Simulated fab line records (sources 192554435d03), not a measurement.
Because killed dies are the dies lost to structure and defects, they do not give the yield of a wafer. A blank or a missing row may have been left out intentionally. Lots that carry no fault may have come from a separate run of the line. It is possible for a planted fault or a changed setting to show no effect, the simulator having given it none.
Which tool is to blame? -- flow n5_finfet -- 24 wafers from 8 lots sampled at 4 of the route's 1938 steps

WHAT THE GAUGES READ, wafer by wafer
N5_SD_EPI_N_CD_MEAS_09 targets a cd of 120 nm.
lot,measured,on,cd_nm (nm)
L628,day 3 10:58,cd_sem-03,120.0 121.1 119.9
L633,day 4 13:59,cd_sem-03,119.9 120.4 120.1
L634,day 5 00:02,cd_sem-02,119.8 119.7 119.1
L636,day 5 07:46,cd_sem-03,120.2 120.2 120.6
L638,day 5 20:03,cd_sem-01,112.4 112.1 111.9
L641,day 6 15:57,cd_sem-01,115.2 114.5 115.7
L643,day 7 02:49,cd_sem-03,120.5 120.0 120.2
L648,day 8 07:00,cd_sem-02,120.1 119.6 120.2

TOOL THAT RAN EACH LOT (tool first, then ch and the chambers of the sampled wafers, then the start)
lot,N5_DUMMY_GATE_HM_OPEN_21,N5_SPACER0_ALD_00,N5_SD_EPI_N_EXPOSE_06
L628,"rie_diel-02 ch 0,3, day 3 07:44","ald_sin-03 ch 1,3, day 3 10:09","arfi_scanner-02 ch 0, day 3 10:50"
L633,"rie_diel-06 ch 0,1, day 4 12:18","ald_sin-04 ch 0,2,3, day 4 13:11","arfi_scanner-03 ch 0, day 4 13:52"
L634,"rie_diel-06 ch 2,3, day 4 19:53","ald_sin-03 ch 0,1,3, day 4 23:14","arfi_scanner-02 ch 0, day 4 23:55"
L636,"rie_diel-06 ch 0,2, day 5 06:07","ald_sin-04 ch 2,3, day 5 06:58","arfi_scanner-02 ch 0, day 5 07:39"
L638,"rie_diel-03 ch 1,2, day 5 18:31","ald_sin-04 ch 0,2, day 5 19:22","arfi_scanner-02 ch 0, day 5 19:56"
L641,"rie_diel-06 ch 2,3, day 6 13:45","ald_sin-03 ch 0,3, day 6 15:08","arfi_scanner-02 ch 0, day 6 15:50"
L643,"rie_diel-06 ch 0,3, day 7 01:02","ald_sin-02 ch 0,1,3, day 7 02:00","arfi_scanner-03 ch 0, day 7 02:41"
L648,"rie_diel-02 ch 0,1,2, day 8 05:28","ald_sin-03 ch 2,3, day 8 06:19","arfi_scanner-01 ch 0, day 8 06:53"
- N5_DUMMY_GATE_HM_OPEN_21: chemistry CH3F/O2, target SiNx, target depth 120 nm, time 171.4 s.
- N5_SPACER0_ALD_00: deposits SiOCN, target thk 3.5 nm, pulse time 3 s, purge time 2 s.
- N5_SD_EPI_N_EXPOSE_06: exposes mask SD N BLK, target cd 120 nm.

THE ANSWER, worked out from the rows above alone
Rule: the usual values come from the lots themselves. The widest of any qualifying gaps counts: lots, ordered by their means at a reading, are off when they make up no more than a third of the lots, leave a main group of 4 or more, and stand apart from it by 3 or more times the standard deviation of that group's means. A main group whose means are all the same, to the digits that the tables above print for the reading, isn't used. A lot without any number at a reading at which 4 lots or more have one is off too. All remaining lots with rows at the step are treated as sound.
Off: L638, L641 (N5_SD_EPI_N_CD_MEAS_09, cd_nm). The main group has a mean of 120.1 nm with a standard deviation of 0.28.
If a tool, at a process step before that reading, ran all the lots that are off and no sound lot after the first of them, it fits. Gauges at N5_SD_EPI_N_CD_MEAS_09: tried the same way as those tools. Undecided on this evidence; 2 tools fit (arfi_scanner-02 at N5_SD_EPI_N_EXPOSE_06, cd_sem-01 at N5_SD_EPI_N_CD_MEAS_09).

WHAT THE SIMULATOR HAD INSERTED
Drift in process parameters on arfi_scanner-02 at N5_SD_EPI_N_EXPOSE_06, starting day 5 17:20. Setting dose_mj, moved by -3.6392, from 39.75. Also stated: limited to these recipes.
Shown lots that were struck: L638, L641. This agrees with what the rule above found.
